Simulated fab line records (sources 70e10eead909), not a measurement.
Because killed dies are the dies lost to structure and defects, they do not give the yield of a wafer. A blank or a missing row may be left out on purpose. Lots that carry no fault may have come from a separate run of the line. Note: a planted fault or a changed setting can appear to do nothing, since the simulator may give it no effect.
Matching of chambers / flow nand-harc / rie-diel-10 running NHARC_A_M0_STRIP_18: 4 sister chambers
The step strips in N2/H2. 4 wafers are shown with their chamber, then 8 later ones without.

EACH WAFER AND ITS CHAMBER
wafer=L078.1; chamber=2; showerhead-plenum-p-Torr (Torr)=2.16
wafer=L077.2; chamber=3; showerhead-plenum-p-Torr (Torr)=1.96
wafer=L077.6; chamber=1; showerhead-plenum-p-Torr (Torr)=1.98
wafer=L081.1; chamber=0; showerhead-plenum-p-Torr (Torr)=2.15

WAFERS MISSING THEIR CHAMBER
wafer=L081.3; showerhead-plenum-p-Torr (Torr)=2.16
wafer=L081.5; showerhead-plenum-p-Torr (Torr)=2.15
wafer=L090.3; showerhead-plenum-p-Torr (Torr)=2.15
wafer=L090.4; showerhead-plenum-p-Torr (Torr)=1.96
wafer=L090.5; showerhead-plenum-p-Torr (Torr)=2.16
wafer=L097.1; showerhead-plenum-p-Torr (Torr)=1.97
wafer=L097.4; showerhead-plenum-p-Torr (Torr)=2.16
wafer=L097.6; showerhead-plenum-p-Torr (Torr)=1.95

CHAMBER TAKEN BY EACH
wafer=L081.3; from the rows above=2; in truth=2
wafer=L081.5; from the rows above=0; in truth=0
wafer=L090.3; from the rows above=0; in truth=0
wafer=L090.4; from the rows above=3; in truth=3
wafer=L090.5; from the rows above=2; in truth=2
wafer=L097.1; from the rows above=can't be placed: 1 or 3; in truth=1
wafer=L097.4; from the rows above=2; in truth=2
wafer=L097.6; from the rows above=3; in truth=3
Correctly placed: 7 of 8. Unplaceable from these rows: 1, with the true chamber sitting among the candidates in 1. Wrongly placed: 0.
How it was worked out, from the rows above alone: a wafer's distance from a chamber is the root of the sum, over the readings, of the square of ((its reading less the chamber's mean) divided by the reading's scatter). If the next closest chamber is less than 2 further off than the closest, the wafer can't be placed; otherwise it belongs to the closest. A chamber's mean is the mean of its shown wafers. The scatter (one wafer shown for each chamber): square how far every hidden wafer sits from the nearest shown wafer, average those squares and take the square root.
